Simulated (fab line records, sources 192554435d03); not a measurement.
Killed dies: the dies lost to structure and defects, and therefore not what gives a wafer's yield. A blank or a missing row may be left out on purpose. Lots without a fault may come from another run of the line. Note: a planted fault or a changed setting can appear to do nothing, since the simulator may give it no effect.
fab line records	flow n5-finfet
record lots=11	wafers=33	last-day=19
route steps=1938 shown BEOL_M1@830 PASS1_CAP@1873 PASSIVATION@1905
lots with no fault: from the same line, run without faults
start-h: hours from the record's first day to the start of the lot's first wafer shown	wait-h: time in hours since the lot's previous step	" repeats the value in the row above	L1.1+2: a single row standing in for several wafers	- either no value or no given start	* or withheld: withheld	< > ~ a bound
route shown NAME@n: a module of which the file shows steps, and the number in the route of the first	usual: mean/standard deviation taken from wafers without a fault	same: alike in all rows	chamber/n: place in a boat	sites: readings site by site	_std_site: standard deviation across them	_edge_site: inner sites' mean taken away from outer sites' mean	radius-mm: how far each site lies from the wafer's centre	mask NAME#n: copy n	behind: tool/chamber where the wafer was last shaped	hold: cause of the lot's hold/its duration in hours/its outcome	device: transistor that didn't switch, given as n, p or np	end of line: tests run on the same wafers once the route is complete	a step without rows: its recipe alone	killed: dies lost to structure and defects at the first sort, not the wafer's yield	map: a wafer's dies, marking killed ones x, the rest . and places with no die _
set.NAME: setting as actually run; set.NAME@STEP: the setting as run at that earlier step	model.NAME: the simulator's own value behind a step, which no gauge read
route steps across a sampled set of lots; one table per step, one row per wafer
services: when a tool's chamber went out of use (start-h, in hours from the record's first day, below 0 if earlier), for how many hours, and the reason
## steps
# step N5_BEOL_M1_SPUTTER_96
# recipe material=Cu	target-thk-a=45	temp-c=-20	chamber-pressure-pa=0.07	power-w=withheld	time-s=8.29
# usual susceptor-temp-C=-20.00/0.12	throttle-valve-pct=30.6/1
lot.wafer	tool	chamber	start-h	wait-h	susceptor-temp-C	throttle-valve-pct
L224.2	pvd-sputter-01	-	140.20	0.1	-19.96	32.0
L224.3	"	-	"	"	-19.86	29.3
L224.6	"	-	"	"	-19.92	31.0
L226.1	pvd-sputter-01	-	149.90	0.1	-19.71	29.7
L226.4	"	-	"	"	-19.98	30.4
L226.5	"	-	"	"	-20.08	30.7
L227.3	pvd-sputter-03	-	160.32	0.1	-20.01	31.2
L227.5	"	-	"	"	-20.04	30.2
L227.6	"	-	"	"	-19.98	28.8
L228.1	pvd-sputter-01	-	163.70	0.1	-20.11	31.7
L228.2	"	-	"	"	-19.83	31.0
L228.3	"	-	"	"	-20.15	29.8
L231.2	pvd-sputter-01	-	179.12	0.1	-20.13	30.5
L231.3	"	-	"	"	-20.08	32.3
L231.5	"	-	"	"	-19.87	30.6
L234.1	pvd-sputter-03	-	194.01	0.1	-20.11	31.0
L234.4	"	-	"	"	-19.99	30.4
L234.6	"	-	"	"	-20.13	31.3
L236.2	pvd-sputter-01	-	201.10	0.1	-19.88	32.1
L236.3	"	-	"	"	-19.96	30.8
L236.4	"	-	"	"	-20.21	30.4
L239.2	pvd-sputter-03	-	231.69	0.1	-20.01	29.0
L239.4	"	-	"	"	-20.03	31.4
L239.5	"	-	"	"	-20.08	31.2
L242.4	pvd-sputter-02	-	244.41	0.1	-20.06	31.7
L242.5	"	-	"	"	-19.98	30.1
L242.6	"	-	"	"	-20.05	31.5
L244.1	pvd-sputter-03	-	271.23	0.1	-20.01	30.6
L244.2	"	-	"	"	-20.01	30.4
L244.3	"	-	"	"	-20.22	28.8
L247.1	pvd-sputter-03	-	288.09	0.1	-19.96	31.5
L247.5	"	-	"	"	-20.09	30.4
L247.6	"	-	"	"	-20.04	30.9
# step N5_PASSIVATION_PECVD_55
# recipe material=SiO2	target-thk-a=4000	temp-c=400	precursor=SiH4/N2O	pressure-torr=2.7	rf-w=608	time-s=22.5
# usual heater-power-w=614/63	showerhead-plenum-p-Torr=8.20/0.083	susceptor-temp-C=399.99/0.21	throttle-valve-pct=52/3.1
lot.wafer	tool	chamber	start-h	wait-h	heater-power-w	showerhead-plenum-p-Torr	susceptor-temp-C	throttle-valve-pct
L224.2	pecvd-03	1	308.85	0.0	648	8.20	399.69	51
L224.3	"	2	"	"	617	8.15	399.74	47
L224.6	"	0	"	"	752	8.23	400.41	57
L226.1	pecvd-04	2	309.34	0.0	526	8.24	400.22	52
L226.4	"	1	"	"	625	8.28	399.99	54
L226.5	"	0	"	"	568	8.05	399.84	52
L227.3	pecvd-04	0	315.73	0.0	563	8.01	399.93	52
L227.5	"	2	"	"	650	8.23	400.14	52
L227.6	"	0	"	"	578	7.99	400.06	52
L228.1	pecvd-04	0	322.31	0.0	581	8.01	399.84	52
L228.2	"	2	"	"	633	8.22	400.37	52
L228.3	"	1	"	"	615	8.28	399.97	54
L231.2	pecvd-04	0	337.79	0.0	594	8.01	400.16	52
L231.3	"	2	"	"	654	8.22	399.89	53
L231.5	"	1	"	"	628	8.29	399.57	54
L234.1	pecvd-04	1	351.21	0.0	637	8.27	399.83	54
L234.4	"	0	"	"	585	8.03	400.06	52
L234.6	"	1	"	"	659	8.29	399.85	54
L236.2	pecvd-03	2	360.29	0.0	620	8.20	400.03	47
L236.3	"	1	"	"	584	8.24	400.10	51
L236.4	"	0	"	"	787	8.26	400.34	57
L239.2	pecvd-03	1	400.14	0.0	600	8.25	400.22	51
L239.4	"	0	"	"	726	8.23	399.80	58
L239.5	"	2	"	"	556	8.16	399.65	47
L242.4	pecvd-04	0	424.60	0.0	586	7.99	400.19	52
L242.5	"	1	"	"	589	8.28	399.84	54
L242.6	"	2	"	"	592	8.24	399.90	53
L244.1	pecvd-03	1	439.76	0.0	641	8.25	400.04	51
L244.2	"	0	"	"	724	8.24	400.10	58
L244.3	"	2	"	"	601	8.18	399.88	48
L247.1	pecvd-03	0	449.43	0.0	632	8.24	400.37	58
L247.5	"	2	"	"	641	8.20	400.05	48
L247.6	"	1	"	"	612	8.21	399.84	51
# step N5_PASSIVATION_CD_MEAS_30
# recipe target-cd-nm=4000	landing-energy-ev=500	detector=se-inlens	polarity=opening
# usual cd-nm=4000.1/1.7
lot.wafer	tool	chamber	start-h	wait-h	cd-nm
L224.2	cd-sem-03	0	311.51	-	3998.6
L224.3	"	0	"	"	4001.6
L224.6	"	0	"	"	4000.9
L226.1	cd-sem-02	0	311.67	-	3999.4
L226.4	"	0	"	"	3998.8
L226.5	"	0	"	"	4001.9
L227.3	cd-sem-03	0	318.26	-	4000.4
L227.5	"	0	"	"	3999.8
L227.6	"	0	"	"	3999.5
L228.1	cd-sem-02	0	326.51	-	3996.7
L228.2	"	0	"	"	3998.6
L228.3	"	0	"	"	3998.5
L231.2	cd-sem-03	0	344.30	-	4002.5
L231.3	"	0	"	"	4006.4
L231.5	"	0	"	"	4002.1
L234.1	cd-sem-02	0	357.39	-	4003.2
L234.4	"	0	"	"	4003.0
L234.6	"	0	"	"	3999.9
L236.2	cd-sem-01	0	364.41	-	4000.2
L236.3	"	0	"	"	3998.6
L236.4	"	0	"	"	4000.7
L239.2	cd-sem-01	0	404.29	-	3999.9
L239.4	"	0	"	"	4001.9
L239.5	"	0	"	"	4000.1
L242.4	cd-sem-02	0	429.06	-	4000.2
L242.5	"	0	"	"	3998.5
L242.6	"	0	"	"	4000.4
L244.1	cd-sem-01	0	443.71	-	4000.7
L244.2	"	0	"	"	4001.2
L244.3	"	0	"	"	4001.0
L247.1	cd-sem-03	0	452.81	-	4000.1
L247.5	"	0	"	"	4000.7
L247.6	"	0	"	"	3998.4
# step N5_PASSIVATION_PECVD_35
# recipe material=SiNx	target-thk-a=7000	temp-c=400	precursor=SiH4/NH3/N2	pressure-torr=4.9	rf-w=1406	time-s=151.3
# usual heater-power-w=359/85	showerhead-plenum-p-Torr=8.69/0.045	susceptor-temp-C=399.97/0.24	throttle-valve-pct=28.8/2
lot.wafer	tool	chamber	start-h	wait-h	heater-power-w	showerhead-plenum-p-Torr	susceptor-temp-C	throttle-valve-pct
L224.2	pecvd-03	1	315.25	0.1	356	8.72	400.38	29.0
L224.3	"	2	"	"	331	8.68	400.07	26.5
L224.6	"	2	"	"	352	8.68	400.30	26.5
L226.1	pecvd-01	2	315.45	0.1	278	8.71	400.13	27.1
L226.4	"	0	"	"	280	8.65	400.08	27.7
L226.5	"	0	"	"	330	8.65	400.00	27.9
L227.3	pecvd-03	2	321.94	0.1	349	8.69	400.01	26.5
L227.5	"	1	"	"	353	8.73	400.20	29.1
L227.6	"	0	"	"	349	8.75	399.82	32.2
L228.1	pecvd-01	2	328.02	0.1	292	8.76	399.96	26.7
L228.2	"	0	"	"	284	8.67	400.07	27.7
L228.3	"	1	"	"	312	8.67	399.95	30.0
L231.2	pecvd-03	2	345.60	0.1	317	8.67	400.16	26.9
L231.3	"	0	"	"	483	8.76	400.14	32.4
L231.5	"	2	"	"	352	8.71	400.04	26.4
L234.1	pecvd-03	0	358.79	0.1	420	8.70	400.03	32.5
L234.4	"	0	"	"	466	8.71	399.78	32.3
L234.6	"	1	"	"	233	8.71	399.88	29.0
L236.2	pecvd-02	2	366.21	0.1	426	8.59	400.31	26.8
L236.3	"	0	"	"	440	8.64	400.19	30.8
L236.4	"	0	"	"	475	8.64	400.32	31.3
L239.2	pecvd-03	2	405.66	0.1	303	8.70	399.49	27.0
L239.4	"	2	"	"	320	8.70	399.57	26.9
L239.5	"	1	"	"	241	8.70	400.02	29.0
L242.4	pecvd-03	1	430.56	0.1	367	8.71	399.63	29.2
L242.5	"	0	"	"	444	8.74	399.84	32.8
L242.6	"	2	"	"	310	8.70	400.15	27.0
L244.1	pecvd-02	2	445.25	0.1	524	8.60	400.21	26.9
L244.2	"	0	"	"	503	8.62	399.47	31.6
L244.3	"	1	"	"	473	8.68	399.89	26.4
L247.1	pecvd-02	0	454.36	0.1	461	8.65	400.30	31.3
L247.5	"	2	"	"	441	8.58	399.62	27.4
L247.6	"	0	"	"	487	8.62	400.07	30.9
# step N5_PASSIVATION_PROBE_49
# usual defect-limited-yield=91.1/1.4	killed_at_M0_to_M3=36/11	killed_at_M4_up=14/5.2	killed-at-contacts=12/6.1	killed-at-front-end=40/12	killed-at-other=3.2/2.5	killed-dies=105/16	killed-open=68/12	killed-short=35/8.7	sort_bin_5_function=5.2/0.89	sort_bin_6_memory=3.3/0.66	sort-n-pass=1074/16	sort-yield-pct=91.1/1.4
# same gross-dies=1180	killed-at-back-side=0	sort_bin_4_leakage[%]=0	sort_bin_8_speed[%]=0
lot.wafer	tool	chamber	start-h	wait-h	defect-limited-yield[%]	killed_at_M0_to_M3	killed_at_M4_up	killed-at-contacts	killed-at-front-end	killed-at-other	killed-dies	killed-open	killed-short	sort_bin_5_function[%]	sort_bin_6_memory[%]	sort-n-pass	sort-yield-pct[%]
L231.2	prober-02	-	349.21	0.1	90.3	54	5	12	42	1	114	73	35	5.3	3.8	1066	90.3
L231.3	prober-02	-	349.26	0.1	89.7	41	22	8	49	1	121	84	36	5.1	4.5	1059	89.7
L231.5	prober-02	-	349.36	0.2	83.4	136	14	8	36	2	196	75	24	9.7	5.4	984	83.4
L236.2	prober-02	-	370.11	0.1	92.2	34	12	13	31	2	92	61	30	4.5	3.1	1088	92.2
L236.3	prober-02	-	370.16	0.1	85.9	114	10	12	30	0	166	50	28	8.9	3.6	1014	85.9
L236.4	prober-02	-	370.21	0.2	90.1	59	11	11	35	1	117	75	41	6.4	3.3	1063	90.1
# killed by level:class
L231.2 BEOL_M0_SAQP:geometric-particle:open=23 BEOL_M0_SAQP:geometric-particle:short=19 STI_FIN_REVEAL:geometric-particle:open=12 MOL_CONTACT_COAG:geometric-particle:open=9 FIN_SAQP:geometric-particle:open=6 FIN_SAQP:geometric-particle:short=5 BEOL_M3:geometric-particle:open=4 DUMMY_GATE:geometric-particle:open=3
L231.3 STI_FIN_REVEAL:geometric-particle:open=17 BEOL_M2:geometric-particle:open=16 BEOL_M4:geometric-particle:open=13 BEOL_M0_SAQP:geometric-particle:open=8 MOL_CONTACT_COAG:geometric-particle:open=7 DUMMY_GATE:geometric-particle:open=6 ILD0:geometric-particle:open=6 STI_FIN_REVEAL:geometric-particle:short=5
L231.5 BEOL_M1:unspecified=93 STI_FIN_REVEAL:geometric-particle:open=13 BEOL_M0_SAQP:geometric-particle:open=10 FIN_SAQP:geometric-particle:open=8 MOL_CONTACT_COAG:geometric-particle:open=8 BEOL_M2:geometric-particle:open=8 BEOL_M0_SAQP:geometric-particle:short=7 BEOL_M0:geometric-particle:open=6
L236.2 BEOL_M3:geometric-particle:open=10 MOL_CONTACT_COAG:geometric-particle:open=9 FIN_SAQP:geometric-particle:open=8 BEOL_M0_SAQP:geometric-particle:short=8 STI_FIN_REVEAL:geometric-particle:open=7 BEOL_M2:geometric-particle:open=7 GATE_CUT:geometric-particle:open=5 MOL_CONTACT_COAG:geometric-particle:short=4
L236.3 BEOL_M1:unspecified=88 MOL_CONTACT_COAG:geometric-particle:open=11 GATE_CUT:geometric-particle:short=7 STI_FIN_REVEAL:geometric-particle:open=6 BEOL_M2:geometric-particle:open=6 BEOL_M0_SAQP:geometric-particle:short=6 BEOL_M4:geometric-particle:open=6 BEOL_M0_SAQP:geometric-particle:open=5
L236.4 BEOL_M0_SAQP:geometric-particle:short=19 BEOL_M2:geometric-particle:open=14 MOL_CONTACT_COAG:geometric-particle:open=10 BEOL_M0_SAQP:geometric-particle:open=10 FIN_SAQP:geometric-particle:open=8 STI_FIN_REVEAL:geometric-particle:open=8 BEOL_M3:geometric-particle:open=8 FIN_SAQP:geometric-particle:short=6
## services
tool	chamber	start-h	hours	kind
pecvd-01	0	166.14	7.5	repair
pvd-sputter-03	-	168.35	2.5	repair
pecvd-03	2	172.77	6.1	repair
pecvd-01	-	175.72	2.8	pm
pecvd-03	2	178.89	2.1	scheduled-down
pecvd-03	2	202.38	-	clean
pecvd-03	2	202.38	-	consumable-replace:showerhead
pecvd-03	2	202.38	29.0	scheduled-down
pecvd-03	2	202.38	29.0	vent-cycle
pecvd-01	-	216.05	2.1	repair
pecvd-01	-	227.20	4.2	repair
pecvd-02	-	250.45	0.5	repair
pvd-sputter-03	-	256.81	10.5	repair
pecvd-04	-	289.15	1.3	repair
pecvd-04	-	292.24	0.7	repair
pecvd-01	1	308.21	9.5	repair
pecvd-02	-	318.23	2.8	pm
pvd-sputter-02	-	394.73	1.5	repair
pecvd-04	-	403.89	0.8	pm
pecvd-03	-	406.61	2.8	pm
pecvd-03	-	410.15	4.3	repair
pecvd-02	2	428.53	7.1	repair
pecvd-04	0	431.71	17.3	repair
pvd-sputter-03	-	440.43	2.1	repair
## key
first-sign step=N5_PASSIVATION_PROBE_49	reading=killed_at_M0_to_M3	direction=up	sigmas=8.3	usual=36	struck=125
effect step=N5_PASSIVATION_PROBE_49	reading=defect-limited-yield	direction=down	sigmas=4.6	usual=91.1	struck=84.7
more-kills-born-at N5_BEOL_M1_SPUTTER_96@pvd-sputter-01=181
met-at N5_BEOL_M1_SPUTTER_96
struck-lots L231,L236
struck-wafers L231.5,L236.3
not-acting-at N5_PASSIVATION_PECVD_55,N5_PASSIVATION_CD_MEAS_30,N5_PASSIVATION_PECVD_35
onset-between 163.70 179.12
fault kind=chamber-particle-source	tool=pvd-sputter-01	chamber=-	onset-h=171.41	steps=N5_BEOL_M1_SPUTTER_96	rate-per-visit-cm2=0.46879	end-h=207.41	scope=struck-wafers-only
